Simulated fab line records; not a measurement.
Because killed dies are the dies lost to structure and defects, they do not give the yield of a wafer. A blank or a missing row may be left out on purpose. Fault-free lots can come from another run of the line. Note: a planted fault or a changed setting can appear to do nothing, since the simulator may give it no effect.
fab line records -- flow n5-finfet
record: lots: 7, wafers: 39
route steps=1938 shown BEOL_M13@1696
start-h: start of the lot's first displayed wafer, in hours after the record's first day -- wait-h: time in hours since the lot's previous step -- " unchanged from the row above -- L1.1+2: a single row standing in for several wafers -- - either no value or no given start -- * or withheld: withheld -- < > ~ a bound
route shown NAME@n: a module of which the file shows steps, and the number in the route of the first -- usual: mean/standard deviation taken from wafers without a fault -- same: alike in all rows -- chamber/n: place in a boat -- sites: the reading at each site -- _std_site: their standard deviation -- _edge_site: mean of outer sites minus mean of inner sites -- radius-mm: how far each site lies from the wafer's centre -- mask NAME#n: copy n -- behind: the tool/chamber that last shaped the wafer -- hold: cause of the lot's hold/its duration in hours/its outcome -- device: the n, p or np transistor that did not switch -- end of line: the same wafers' tests at the end of the route -- step lacking rows: just its recipe -- killed: dies lost to structure and defects at the first sort, not the wafer's yield -- map: shows each die of a wafer: x if killed, . if not, _ if none is there
set.NAME: the run value of the setting; set.NAME@STEP: its run value at that earlier step -- model.NAME: the simulator's own value behind a step, which no gauge read
lots with deliberately changed settings; one table per step, one row per wafer
== steps ==
step: N5_BEOL_M13_TRENCH_ETCH_34
recipe: chemistry: C4F8/O2/Ar, target: SiOC, target-depth-a: 4134.7, mask-material: SOC, pressure-mtorr: 30, source-w: 3000, bias-w: 700, Ar_flow_sccm: 400, C4F8_flow_sccm: 15, O2_flow_sccm: 8, he-inner-torr: 15, he-outer-torr: 30, time-s: 162.6, ion-energy-ev: 250
lot.wafer,tool,chamber,start-h,wait-h,set.time-s,model.etch.depth-nm
L076.1,rie-diel-01,1,247.84,0.0,162.6,418.9
L076.2+3,rie-diel-01,"2,3",247.84,0.0,135.3,342
L076.4,rie-diel-01,1,247.84,0.0,135.3,348.1
L076.5,rie-diel-01,2,247.84,0.0,162.6,413.7
L076.6,rie-diel-01,3,247.84,0.0,162.6,413.2
L086.1,rie-diel-05,1,316.86,0.0,228.3,584.9
L086.2,rie-diel-05,2,316.86,0.0,162.6,415.3
L086.3,rie-diel-05,3,316.86,0.0,162.6,403.4
L086.4,rie-diel-05,0,316.86,0.0,162.6,402.2
L086.5,rie-diel-05,0,316.86,0.0,228.3,563.9
L086.6,rie-diel-05,3,316.86,0.0,228.3,564.8
L090.1,rie-diel-05,2,334.17,0.0,115.3,292
L090.2,rie-diel-05,3,334.17,0.0,115.3,284.5
L090.3,rie-diel-05,1,334.17,0.0,115.3,295.1
L090.4,rie-diel-05,2,334.17,0.0,162.6,413.1
L090.5,rie-diel-05,3,334.17,0.0,162.6,398.7
L090.6,rie-diel-05,1,334.17,0.0,162.6,414
L091.1,rie-diel-05,3,344.67,0.0,205.6,510.8
L091.2,rie-diel-05,0,344.67,0.0,162.6,418.2
L091.3,rie-diel-05,2,344.67,0.0,205.6,528.4
L091.4,rie-diel-05,1,344.67,0.0,162.6,417.4
L091.5,rie-diel-05,3,344.67,0.0,162.6,401.9
L091.6,rie-diel-05,2,344.67,0.0,205.6,526.8
L094.1,rie-diel-04,3,352.60,0.0,162.6,411.1
L094.2,rie-diel-04,0,352.60,0.0,162.6,411.5
L094.3,rie-diel-04,2,352.60,0.0,162.6,418.7
L094.4,rie-diel-04,1,352.60,0.0,162.6,413.1
L094.5,rie-diel-04,1,352.60,0.0,162.6,413
L094.6,rie-diel-04,2,352.60,0.0,162.6,418.4
L095.1,rie-diel-01,2,362.75,0.0,162.6,415.5
L095.2,rie-diel-01,0,362.75,0.0,71.63,177.9
L095.3,rie-diel-01,3,362.75,0.0,71.63,180.6
L095.4,rie-diel-01,1,362.75,0.0,162.6,421.5
L095.5,rie-diel-01,0,362.75,0.0,71.63,178.3
L095.6,rie-diel-01,3,362.75,0.0,162.6,407.9
L096.1,rie-diel-05,1,372.83,0.0,162.6,418
L096.4,rie-diel-05,1,372.83,0.0,162.6,414
L096.5,rie-diel-05,3,372.83,0.0,162.6,404.7
step: N5_BEOL_M13_STRIP_70
recipe: chemistry: C4F8/O2/Ar, resist: SiARC, rf-frequency-hz: 6e+07
step: N5_BEOL_M13_OCD_MEAS_35
usual: trench-depth-nm: 414/6.3
lot.wafer,tool,chamber,start-h,wait-h,set.time-s@BEOL_M13_TRENCH_ETCH_34,trench-depth-nm
L076.1,ocd-01,-,248.02,0.0,162.6,419
L076.2,ocd-01,-,248.02,0.0,135.3,342
L076.3,ocd-01,-,248.02,0.0,135.3,342
L076.4,ocd-01,-,248.02,0.0,135.3,348
L076.5,ocd-01,-,248.02,0.0,162.6,413
L076.6,ocd-01,-,248.02,0.0,162.6,413
L086.1,ocd-02,-,317.04,0.0,228.3,585
L086.2,ocd-02,-,317.04,0.0,162.6,415
L086.3,ocd-02,-,317.04,0.0,162.6,404
L086.4,ocd-02,-,317.04,0.0,162.6,401
L086.5,ocd-02,-,317.04,0.0,228.3,564
L086.6,ocd-02,-,317.04,0.0,228.3,565
L090.1,ocd-02,-,334.34,0.0,115.3,292
L090.2,ocd-02,-,334.34,0.0,115.3,-
L090.3,ocd-02,-,334.34,0.0,115.3,-
L090.4,ocd-02,-,334.34,0.0,162.6,-
L090.5,ocd-02,-,334.34,0.0,162.6,399
L090.6,ocd-02,-,334.34,0.0,162.6,414
L091.1,ocd-01,-,344.85,0.0,205.6,511
L091.2,ocd-01,-,344.85,0.0,162.6,418
L091.3,ocd-01,-,344.85,0.0,205.6,528
L091.4,ocd-01,-,344.85,0.0,162.6,418
L091.5,ocd-01,-,344.85,0.0,162.6,402
L091.6,ocd-01,-,344.85,0.0,205.6,528
L094.1,ocd-02,-,352.78,0.0,162.6,411
L094.2,ocd-02,-,352.78,0.0,162.6,411
L094.3,ocd-02,-,352.78,0.0,162.6,418
L094.4,ocd-02,-,352.78,0.0,162.6,413
L094.5,ocd-02,-,352.78,0.0,162.6,413
L094.6,ocd-02,-,352.78,0.0,162.6,418
L095.1,ocd-01,-,362.93,0.0,162.6,415
L095.2,ocd-01,-,362.93,0.0,71.63,178
L095.3,ocd-01,-,362.93,0.0,71.63,181
L095.4,ocd-01,-,362.93,0.0,162.6,421
L095.5,ocd-01,-,362.93,0.0,71.63,178
L095.6,ocd-01,-,362.93,0.0,162.6,408
L096.1,ocd-02,-,373.00,0.0,162.6,418
L096.4,ocd-02,-,373.00,0.0,162.6,414
L096.5,ocd-02,-,373.00,0.0,162.6,405
step: N5_BEOL_M13_STRIP_37
recipe: chemistry: N2/H2, power-w: 1000, temp-c: 250, h2-frac: 0.65, overash-fraction: 0.3, pressure-mtorr: withheld, n2-flow-sccm: 1750, h2-flow-sccm: 3250
step: N5_BEOL_M13_ETCH_38
recipe: chemistry: CF4/N2, target: SiCN, target-depth-a: 675, taper-deg: 2, time-s: 71.9, ion-energy-ev: 150, mask-material: SiO2, pressure-mtorr: 40, source-w: 430, bias-w: 70, Ar_flow_sccm: 100, cf4-flow-sccm: 60, n2-flow-sccm: 60
step: N5_BEOL_M13_ECD_47
recipe: material: Cu, target-thk-a: 9360
step: N5_BEOL_M13_ANNEAL_48
recipe: temp-c: 225, time-s: 90, ambient: N2
step: N5_BEOL_M13_CMP_49
recipe: stop-on: SiOC, t-overpolish-s: 17.1, down-force-psi: 1, platen-rpm: 50, clearing-platen-down-force-psi: 1.5, clearing-platen-rpm: 50, post-cmp-clean: cu-alkaline, target-thk-nm: 420, clearing-platen-pad-velocity-m-s: 0.99484, pad-velocity-m-s: 0.99484
lot.wafer,tool,chamber,start-h,wait-h,set.time-s@BEOL_M13_TRENCH_ETCH_34,model.Cu_of_BEOL_M13_ECD_47.thk-nm
L076.3,cmp-04,2,249.32,0.3,135.3,348.8
L076.2,cmp-04,3,249.32,0.3,135.3,348
L076.1,cmp-04,0,249.32,0.3,162.6,425.8
L076.4,cmp-04,1,249.32,0.3,135.3,354
L076.6+5,cmp-04,"2,3",249.32,0.3,162.6,419.2
L086.3,cmp-02,3,319.90,0.2,162.6,412.2
L086.2,cmp-02,0,319.90,0.2,162.6,422.4
L086.1,cmp-02,1,319.90,0.2,228.3,590.8
L086.4,cmp-02,2,319.90,0.2,162.6,408.6
L086.6,cmp-02,3,319.90,0.2,228.3,575.6
L086.5,cmp-02,0,319.90,0.2,228.3,571.2
L090.3,cmp-04,3,337.10,0.2,115.3,302.4
L090.2,cmp-04,0,337.10,0.2,115.3,293.4
L090.4,cmp-04,1,337.10,0.2,162.6,421
L090.1,cmp-04,2,337.10,0.2,115.3,301.4
L090.5,cmp-04,3,337.10,0.2,162.6,406
L090.6,cmp-04,0,337.10,0.2,162.6,423.8
L091.2,cmp-02,2,346.51,0.3,162.6,422.6
L091.1,cmp-02,3,346.51,0.3,205.6,519.8
L091.4,cmp-02,0,346.51,0.3,162.6,424.8
L091.3,cmp-02,1,346.51,0.3,205.6,533.6
L091.6,cmp-02,2,346.51,0.3,205.6,532.4
L091.5,cmp-02,3,346.51,0.3,162.6,409.2
L094.2,cmp-04,2,354.80,0.2,162.6,420
L094.4,cmp-04,3,354.80,0.2,162.6,420.8
L094.1,cmp-04,0,354.80,0.2,162.6,420.2
L094.3,cmp-04,1,354.80,0.2,162.6,427.4
L094.6,cmp-04,2,354.80,0.2,162.6,426.6
L094.5,cmp-04,3,354.80,0.2,162.6,420.6
L095.3,cmp-04,1,364.23,0.2,71.63,187.6
L095.2,cmp-04,2,364.23,0.2,71.63,184.2
L095.1,cmp-04,3,364.23,0.2,162.6,421.4
L095.4,cmp-04,0,364.23,0.2,162.6,429.2
L095.5,cmp-04,1,364.23,0.2,71.63,184
L095.6,cmp-04,2,364.23,0.2,162.6,415.2
L096.1,cmp-01,2,377.84,0.3,162.6,426.4
L096.4,cmp-01,3,377.84,0.3,162.6,423
L096.5,cmp-01,3,377.84,0.3,162.6,413.8
step: N5_BEOL_M13_THK_MEAS_50
recipe: thk-meas-gauge: xrf, reads: Cu_of_BEOL_M13_ECD_47
usual: M13_THK: 430/7.4
lot.wafer,tool,chamber,start-h,wait-h,set.time-s@BEOL_M13_TRENCH_ETCH_34,M13_THK[nm]
L076.1,film-metro-02,-,249.62,-,162.6,440
L076.2,film-metro-02,-,249.62,-,135.3,357
L076.3,film-metro-02,-,249.62,-,135.3,358
L076.4,film-metro-02,-,249.62,-,135.3,364
L076.5,film-metro-02,-,249.62,-,162.6,430
L076.6,film-metro-02,-,249.62,-,162.6,430
L086.1,film-metro-01,-,320.20,-,228.3,605
L086.2,film-metro-01,-,320.20,-,162.6,433
L086.3,film-metro-01,-,320.20,-,162.6,422
L086.4,film-metro-01,-,320.20,-,162.6,418
L086.5,film-metro-01,-,320.20,-,228.3,587
L086.6,film-metro-01,-,320.20,-,228.3,593
L090.1,film-metro-02,-,337.40,-,115.3,306
L090.2,film-metro-02,-,337.40,-,115.3,-
L090.3,film-metro-02,-,337.40,-,115.3,-
L090.4,film-metro-02,-,337.40,-,162.6,-
L090.5,film-metro-02,-,337.40,-,162.6,412
L090.6,film-metro-02,-,337.40,-,162.6,433
L091.1,film-metro-01,-,346.81,-,205.6,529
L091.2,film-metro-01,-,346.81,-,162.6,430
L091.3,film-metro-01,-,346.81,-,205.6,546
L091.4,film-metro-01,-,346.81,-,162.6,433
L091.5,film-metro-01,-,346.81,-,162.6,417
L091.6,film-metro-01,-,346.81,-,205.6,544
L094.1,film-metro-01,-,355.09,-,162.6,430
L094.2,film-metro-01,-,355.09,-,162.6,429
L094.3,film-metro-01,-,355.09,-,162.6,437
L094.4,film-metro-01,-,355.09,-,162.6,431
L094.5,film-metro-01,-,355.09,-,162.6,432
L094.6,film-metro-01,-,355.09,-,162.6,436
L095.1,film-metro-01,-,364.52,-,162.6,434
L095.2,film-metro-01,-,364.52,-,71.63,188
L095.3,film-metro-01,-,364.52,-,71.63,192
L095.4,film-metro-01,-,364.52,-,162.6,442
L095.5,film-metro-01,-,364.52,-,71.63,189
L095.6,film-metro-01,-,364.52,-,162.6,428
L096.1,film-metro-01,-,378.14,-,162.6,437
L096.4,film-metro-01,-,378.14,-,162.6,434
L096.5,film-metro-01,-,378.14,-,162.6,422
step: N5_BEOL_M13_PRE_CLEAN_52
recipe: gas: NH3, time-s: 15, temp-c: withheld, rf-power-w: 300
step: N5_BEOL_M13_DEP_53
recipe: material: SiCN, target-thk-a: 500, temp-c: withheld, precursor: 3MS/NH3, pressure-torr: 3, rf-w: 675, time-s: 17.8
step: N5_BEOL_M13_RS_MEAS_54
recipe: thk-meas-gauge: four-point-probe, reads: Cu_of_BEOL_M13_ECD_47+Ta_of_BEOL_M13_SPUTTER_44+TaN_of_BEOL_M13_SPUTTER_43
usual: M13_RS: 0.0448/0.00072
lot.wafer,tool,chamber,start-h,wait-h,set.time-s@BEOL_M13_TRENCH_ETCH_34,M13_RS[ohm/sq]
L076.1,film-metro-01,-,249.75,0.0,162.6,0.0443
L076.2,film-metro-01,-,249.75,0.0,135.3,0.0546
L076.3,film-metro-01,-,249.75,0.0,135.3,0.0545
L076.4,film-metro-01,-,249.75,0.0,135.3,0.0536
L076.5,film-metro-01,-,249.75,0.0,162.6,0.0450
L076.6,film-metro-01,-,249.75,0.0,162.6,0.0451
L086.1,film-metro-01,-,320.33,0.0,228.3,0.0316
L086.2,film-metro-01,-,320.33,0.0,162.6,0.0446
L086.3,film-metro-01,-,320.33,0.0,162.6,0.0459
L086.4,film-metro-01,-,320.33,0.0,162.6,0.0463
L086.5,film-metro-01,-,320.33,0.0,228.3,0.0327
L086.6,film-metro-01,-,320.33,0.0,228.3,0.0325
L090.1,film-metro-01,-,337.52,0.0,115.3,0.0635
L090.2,film-metro-01,-,337.52,0.0,115.3,-
L090.3,film-metro-01,-,337.52,0.0,115.3,-
L090.4,film-metro-01,-,337.52,0.0,162.6,-
L090.5,film-metro-01,-,337.52,0.0,162.6,0.0465
L090.6,film-metro-01,-,337.52,0.0,162.6,0.0445
L091.1,film-metro-02,-,346.94,0.0,205.6,0.0360
L091.2,film-metro-02,-,346.94,0.0,162.6,0.0447
L091.3,film-metro-02,-,346.94,0.0,205.6,0.0351
L091.4,film-metro-02,-,346.94,0.0,162.6,0.0444
L091.5,film-metro-02,-,346.94,0.0,162.6,0.0461
L091.6,film-metro-02,-,346.94,0.0,205.6,0.0352
L094.1,film-metro-01,-,355.22,0.0,162.6,0.0449
L094.2,film-metro-01,-,355.22,0.0,162.6,0.0449
L094.3,film-metro-01,-,355.22,0.0,162.6,0.0441
L094.4,film-metro-01,-,355.22,0.0,162.6,0.0448
L094.5,film-metro-01,-,355.22,0.0,162.6,0.0449
L094.6,film-metro-01,-,355.22,0.0,162.6,0.0442
L095.1,film-metro-01,-,364.65,0.0,162.6,0.0447
L095.2,film-metro-01,-,364.65,0.0,71.63,0.1070
L095.3,film-metro-01,-,364.65,0.0,71.63,0.1050
L095.4,film-metro-01,-,364.65,0.0,162.6,0.0440
L095.5,film-metro-01,-,364.65,0.0,71.63,0.1072
L095.6,film-metro-01,-,364.65,0.0,162.6,0.0455
L096.1,film-metro-01,-,378.27,0.0,162.6,0.0441
L096.4,film-metro-01,-,378.27,0.0,162.6,0.0446
L096.5,film-metro-01,-,378.27,0.0,162.6,0.0456
== key ==
split: step: N5_BEOL_M13_TRENCH_ETCH_34, setting: time-s, stated: 162.6, by: wafer
response: step: N5_BEOL_M13_TRENCH_ETCH_34, reading: model.etch.depth-nm, change: +4.15, per: 1%, r: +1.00
response: step: N5_BEOL_M13_OCD_MEAS_35, reading: trench-depth-nm, change: +4.15, per: 1%, r: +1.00
response: step: N5_BEOL_M13_CMP_49, reading: model.Cu_of_BEOL_M13_ECD_47.thk-nm, change: +4.16, per: 1%, r: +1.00
response: step: N5_BEOL_M13_THK_MEAS_50, reading: M13_THK, change: +4.3, per: 1%, r: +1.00
response: step: N5_BEOL_M13_RS_MEAS_54, reading: M13_RS, change: -0.000757, per: 1%, r: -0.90
